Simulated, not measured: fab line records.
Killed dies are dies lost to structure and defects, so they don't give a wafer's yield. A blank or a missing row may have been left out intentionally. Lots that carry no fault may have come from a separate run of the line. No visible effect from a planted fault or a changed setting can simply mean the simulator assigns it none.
Which tool is to blame? + flow n5 finfet + 27 wafers from 9 lots sampled at 7 of the route's 1938 steps

WHAT THE GAUGES SHOWED, per wafer
N5_BEOL_M4_INSPECT_59: inspects for defects (darkfield).
| lot  | measured     | on                | raw defect count |
|------|--------------|-------------------|------------------|
| L681 | day 8 05:43  | defect inspect-02 | 48 60 36         |
| L682 | day 8 06:15  | defect inspect-01 | 65 69 72         |
| L683 | day 8 20:59  | defect inspect-01 | 92 70 68         |
| L691 | day 10 11:16 | defect inspect-01 | 71 54 53         |
| L694 | day 11 12:37 | defect inspect-02 | 909 911 993      |
| L695 | day 11 15:32 | defect inspect-02 | 950 1002 953     |
| L696 | day 11 17:58 | defect inspect-02 | 86 78 88         |
| L698 | day 12 12:46 | defect inspect-02 | 121 64 83        |
| L702 | day 14 02:43 | defect inspect-02 | 53 78 70         |

N5_BEOL_M4_RC_MEAS_101.
| lot  | measured     | on        | DIBL_N (mV/V)  | DIBL_P (mV/V)  | IOFF_N (nA/um)    | IOFF_P (nA/um) | ION_N (uA/um) | ION_P (uA/um) | SS_N (mV/dec)  | SS_P (mV/dec)  | VT_N (mV)         | VT_P (mV)      |
|------|--------------|-----------|----------------|----------------|-------------------|----------------|---------------|---------------|----------------|----------------|-------------------|----------------|
| L681 | day 8 05:44  | prober-01 | 37.3 38.7 36.8 | 38.3 39.4 37.6 | 0.181 0.208 0.167 | 0.23 0.24 0.21 | 680 684 674   | 469 464 459   | 72.1 72.1 72.4 | 73.3 73.8 73.3 | 247.3 244.2 247.0 | -250 -249 -251 |
| L682 | day 8 06:26  | prober-02 | 35.5 35.4 37.9 | 36.6 36.2 39.3 | 0.160 0.146 0.207 | 0.20 0.18 0.24 | 675 661 679   | 456 450 463   | 71.5 71.3 71.7 | 73.7 73.5 75.0 | 248.2 250.2 244.5 | -252 -257 -249 |
| L683 | day 8 21:00  | prober-02 | 37.3 35.2 36.6 | 39.6 37.1 38.4 | 0.204 0.160 0.183 | 0.26 0.22 0.24 | 698 669 676   | 473 459 461   | 72.3 71.4 71.8 | 73.9 73.7 73.5 | 245.0 249.5 247.5 | -250 -248 -250 |
| L691 | day 10 11:17 | prober-01 | 34.6 34.1 36.6 | 32.7 32.2 35.1 | 0.127 0.117 0.156 | 0.18 0.17 0.21 | 661 660 678   | 454 453 460   | 71.4 71.3 71.4 | 72.3 72.0 73.0 | 255.9 255.5 250.3 | -252 -253 -249 |
| L694 | day 11 12:38 | prober-02 | 37.7 35.5 35.6 | 36.7 34.2 34.6 | 0.170 0.130 0.140 | 0.20 0.16 0.17 | 672 667 671   | 455 460 460   | 71.7 70.6 71.4 | 74.1 73.1 73.3 | 250.4 253.5 252.1 | -252 -256 -254 |
| L695 | day 11 15:52 | prober-01 | 36.6 37.2 35.9 | 34.7 35.6 34.3 | 0.131 0.152 0.130 | 0.19 0.19 0.17 | 657 670 664   | 461 458 460   | 71.2 71.5 71.3 | 73.2 73.2 73.3 | 252.3 250.9 251.3 | -251 -251 -252 |
| L696 | day 11 17:59 | prober-01 | 35.7 35.9 36.2 | 34.8 35.4 35.9 | 0.138 0.143 0.145 | 0.19 0.21 0.21 | 668 668 669   | 461 461 466   | 70.4 71.3 71.4 | 73.1 72.7 72.7 | 249.6 248.5 249.6 | -249 -250 -248 |
| L698 | day 12 12:56 | prober-01 | 37.7 37.7 36.4 | 36.7 37.1 34.8 | 0.175 0.186 0.149 | 0.25 0.26 0.22 | 679 688 661   | 467 470 463   | 71.8 71.7 71.0 | 73.3 74.1 73.3 | 247.2 247.7 250.1 | -247 -247 -248 |
| L702 | day 14 02:44 | prober-01 | 35.8 35.0 35.1 | 35.8 34.4 34.8 | 0.156 0.141 0.140 | 0.19 0.17 0.17 | 678 674 681   | 464 452 464   | 71.4 72.0 71.5 | 73.8 73.3 72.8 | 248.1 251.6 248.5 | -253 -255 -254 |

N5_BEOL_M5_INSPECT_13: inspects for defects (brightfield).
| lot  | measured     | on                | raw defect count |
|------|--------------|-------------------|------------------|
| L681 | day 8 10:04  | defect inspect-02 | 473 382 335      |
| L682 | day 8 10:18  | defect inspect-02 | 400 408 464      |
| L683 | day 8 23:38  | defect inspect-02 | 482 354 352      |
| L691 | day 10 13:24 | defect inspect-01 | 331 293 303      |
| L694 | day 11 15:41 | defect inspect-02 | 1189 1197 1344   |
| L695 | day 11 18:40 | defect inspect-02 | 1235 1316 1322   |
| L696 | day 11 20:16 | defect inspect-02 | 537 389 402      |
| L698 | day 12 15:29 | defect inspect-02 | 443 273 286      |
| L702 | day 14 06:02 | defect inspect-01 | 394 456 519      |

EACH LOT AND THE TOOL THAT RAN IT (in order: tool; ch and the chambers of the sampled wafers; start)
| lot  | N5_BEOL_M4_ANNEAL_49         | N5_BEOL_M4_ANNEAL_80         | N5_BEOL_M4_SPUTTER_81        | N5_BEOL_M4_DEP_57               |
|------|------------------------------|------------------------------|------------------------------|---------------------------------|
| L681 | pvd sputter-01, day 8 02:58  | pvd sputter-01, day 8 03:11  | pvd sputter-01, day 8 03:19  | pecvd-04 ch 0,2, day 8 05:38    |
| L682 | pvd sputter-02, day 8 03:25  | pvd sputter-02, day 8 03:38  | pvd sputter-02, day 8 03:47  | pecvd-03 ch 0,1, day 8 06:09    |
| L683 | pvd sputter-02, day 8 18:07  | pvd sputter-02, day 8 18:20  | pvd sputter-02, day 8 18:29  | pecvd-04 ch 1,2, day 8 20:53    |
| L691 | pvd sputter-01, day 10 08:30 | pvd sputter-01, day 10 08:43 | pvd sputter-01, day 10 08:52 | pecvd-04 ch 0,1,2, day 10 11:10 |
| L694 | pvd sputter-02, day 11 09:50 | pvd sputter-02, day 11 10:04 | pvd sputter-02, day 11 10:12 | pecvd-04 ch 0,1,2, day 11 12:31 |
| L695 | pvd sputter-01, day 11 12:29 | pvd sputter-01, day 11 12:43 | pvd sputter-01, day 11 12:51 | pecvd-04 ch 0,2, day 11 15:26   |
| L696 | pvd sputter-01, day 11 14:59 | pvd sputter-01, day 11 15:14 | pvd sputter-01, day 11 15:23 | pecvd-03 ch 0,1,2, day 11 17:52 |
| L698 | pvd sputter-01, day 12 09:49 | pvd sputter-01, day 12 10:02 | pvd sputter-01, day 12 10:11 | pecvd-02 ch 0,1,2, day 12 12:40 |
| L702 | pvd sputter-02, day 13 23:56 | pvd sputter-02, day 14 00:09 | pvd sputter-02, day 14 00:17 | pecvd-03 ch 1,2, day 14 02:37   |
- N5_BEOL_M4_ANNEAL_49: time 240 s.
- N5_BEOL_M4_ANNEAL_80: time 240 s.
- N5_BEOL_M4_SPUTTER_81: material Cu, target thk 4.5 nm, time 8.29 s.
- N5_BEOL_M4_DEP_57: deposits SiCN from 3MS/NH3, target thk 8 nm, time 14 s.

AS READ BY THE TOOLS THEMSELVES (means over the sampled wafers that have a number; for cases with no such wafer, the mark the record gives instead)
N5_BEOL_M4_ANNEAL_49.
| lot  | tool           | heater power w (W) | susceptor_temp_C_max |
|------|----------------|--------------------|----------------------|
| L681 | pvd sputter-01 | 785                | 401.3                |
| L682 | pvd sputter-02 | 833                | 401.2                |
| L683 | pvd sputter-02 | 846                | 400.8                |
| L691 | pvd sputter-01 | 839                | 400.9                |
| L694 | pvd sputter-02 | 861                | 401.0                |
| L695 | pvd sputter-01 | 747                | 400.9                |
| L696 | pvd sputter-01 | 842                | 401.4                |
| L698 | pvd sputter-01 | 848                | 401.4                |
| L702 | pvd sputter-02 | 841                | 400.8                |

N5_BEOL_M4_ANNEAL_80.
| lot  | tool           | heater power w (W) | susceptor_temp_C_max |
|------|----------------|--------------------|----------------------|
| L681 | pvd sputter-01 | 787                | 401.1                |
| L682 | pvd sputter-02 | 847                | 400.8                |
| L683 | pvd sputter-02 | 848                | 400.7                |
| L691 | pvd sputter-01 | 858                | 400.7                |
| L694 | pvd sputter-02 | 857                | 401.2                |
| L695 | pvd sputter-01 | 755                | 401.0                |
| L696 | pvd sputter-01 | 838                | 401.0                |
| L698 | pvd sputter-01 | 835                | 401.0                |
| L702 | pvd sputter-02 | 861                | 400.9                |

N5_BEOL_M4_SPUTTER_81.
| lot  | tool           | throttle valve pct (%) |
|------|----------------|------------------------|
| L681 | pvd sputter-01 | 31.3                   |
| L682 | pvd sputter-02 | 30.9                   |
| L683 | pvd sputter-02 | 31.3                   |
| L691 | pvd sputter-01 | 31.0                   |
| L694 | pvd sputter-02 | 31.3                   |
| L695 | pvd sputter-01 | 30.4                   |
| L696 | pvd sputter-01 | 31.4                   |
| L698 | pvd sputter-01 | 31.2                   |
| L702 | pvd sputter-02 | 31.2                   |

N5_BEOL_M4_DEP_57.
| lot  | tool     | showerhead plenum p Torr (Torr) | showerhead vpp V (V) | throttle valve pct (%) |
|------|----------|---------------------------------|----------------------|------------------------|
| L681 | pecvd-04 | 3.655                           | 839                  | 9.3                    |
| L682 | pecvd-03 | 3.678                           | 881                  | 9.2                    |
| L683 | pecvd-04 | 3.655                           | 873                  | 9.1                    |
| L691 | pecvd-04 | 3.657                           | 863                  | 9.2                    |
| L694 | pecvd-04 | 3.654                           | 869                  | 9.2                    |
| L695 | pecvd-04 | 3.660                           | 845                  | 9.2                    |
| L696 | pecvd-03 | 3.678                           | 875                  | 9.3                    |
| L698 | pecvd-02 | 3.673                           | 871                  | 8.9                    |
| L702 | pecvd-03 | 3.677                           | 885                  | 9.0                    |

THE ANSWER, worked out from the rows above alone
Rule: the lots themselves supply what counts as usual. Put in order of their means at a reading, lots are off if they are a third of the lots or fewer, leave a main group of 4 or more, and stand apart from it by a gap of 3 or more times the standard deviation of the main group's means; of several such gaps the widest counts. A main group is skipped when, at the precision printed for the reading in the tables above, its means are all equal. A lot without any number at a reading at which 4 lots or more have one is off too. All remaining lots with rows at the step are treated as sound. The gauges are gone through in route order, then the tools' own readings, and for those a lot's mean is taken as printed above. At the first step where some lot is off, the reading lying furthest off is the one used; lots without a number count as furthest.
Off at N5_BEOL_M4_INSPECT_59 (raw defect count): L694, L695. Main group: mean 70, sd 13.
A tool fits if, at a process step before that reading, it ran every lot that is off, and no sound lot after the first of them. Gauges at N5_BEOL_M4_INSPECT_59: tried the same way as those tools. One fits: N5_BEOL_M4_DEP_57 on pecvd-04. Its last sound lot is L691 (day 10 11:10), its first lot that is off L694 (day 11 12:31): a fault that began between those two fits.

WHAT WAS PUT IN BY THE SIMULATOR
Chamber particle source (pecvd-04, N5_BEOL_M4_DEP_57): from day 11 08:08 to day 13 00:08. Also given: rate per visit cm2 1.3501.
Shown lots that were struck: L694, L695. This agrees with what the rule above found.
